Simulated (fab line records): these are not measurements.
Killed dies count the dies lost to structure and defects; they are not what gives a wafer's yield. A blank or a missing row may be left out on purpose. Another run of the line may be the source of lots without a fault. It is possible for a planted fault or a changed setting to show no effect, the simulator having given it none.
Chamber matching :: flow n5_finfet :: rie_diel-05 running N5_SD_EPI_N_DESCUM_14: 4 sister chambers
The step chemistry O2, time 7.9 s. 4 wafers are shown with their chamber, then 8 later ones without.

== WAFERS, EACH WITH ITS CHAMBER ==
wafer: L083.5
chamber: 0
showerhead_plenum_p_Torr (Torr): 2.11

wafer: L083.6
chamber: 1
showerhead_plenum_p_Torr (Torr): 2.05

wafer: L088.6
chamber: 3
showerhead_plenum_p_Torr (Torr): 2.17

wafer: L090.2
chamber: 2
showerhead_plenum_p_Torr (Torr): 2.09

== WAFERS WITHOUT THEIR CHAMBER ==
wafer: L090.4
showerhead_plenum_p_Torr (Torr): 2.17

wafer: L090.5
showerhead_plenum_p_Torr (Torr): 2.09

wafer: L092.2
showerhead_plenum_p_Torr (Torr): 2.08

wafer: L092.3
showerhead_plenum_p_Torr (Torr): 2.10

wafer: L092.4
showerhead_plenum_p_Torr (Torr): 2.05

wafer: L093.3
showerhead_plenum_p_Torr (Torr): 2.05

wafer: L093.5
showerhead_plenum_p_Torr (Torr): 2.05

wafer: L093.6
showerhead_plenum_p_Torr (Torr): 2.08

== THE CHAMBER EACH PASSED THROUGH ==
wafer: L090.4
from the rows above: 3
in truth: 3

wafer: L090.5
from the rows above: 2
in truth: 2

wafer: L092.2
from the rows above: 2
in truth: 2

wafer: L092.3
from the rows above: can't be placed: 0 or 2
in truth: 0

wafer: L092.4
from the rows above: 1
in truth: 1

wafer: L093.3
from the rows above: 1
in truth: 1

wafer: L093.5
from the rows above: 1
in truth: 1

wafer: L093.6
from the rows above: 2
in truth: 2
7 of 8 placed correctly. Can't be placed from these rows: 1 (the true chamber is among the candidates in 1). 0 placed wrongly.
How it was worked out, from the rows above alone: a wafer's distance from a chamber is the root of the sum, over the readings, of the square of ((its reading less the chamber's mean) divided by the reading's scatter). The wafer belongs to the nearest chamber; if the next one is less than 2 further off, it can't be placed. The mean given for a chamber averages the wafers shown for that chamber. The scatter: root of mean squared gap, hidden wafer to nearest shown wafer, with one shown wafer a chamber.
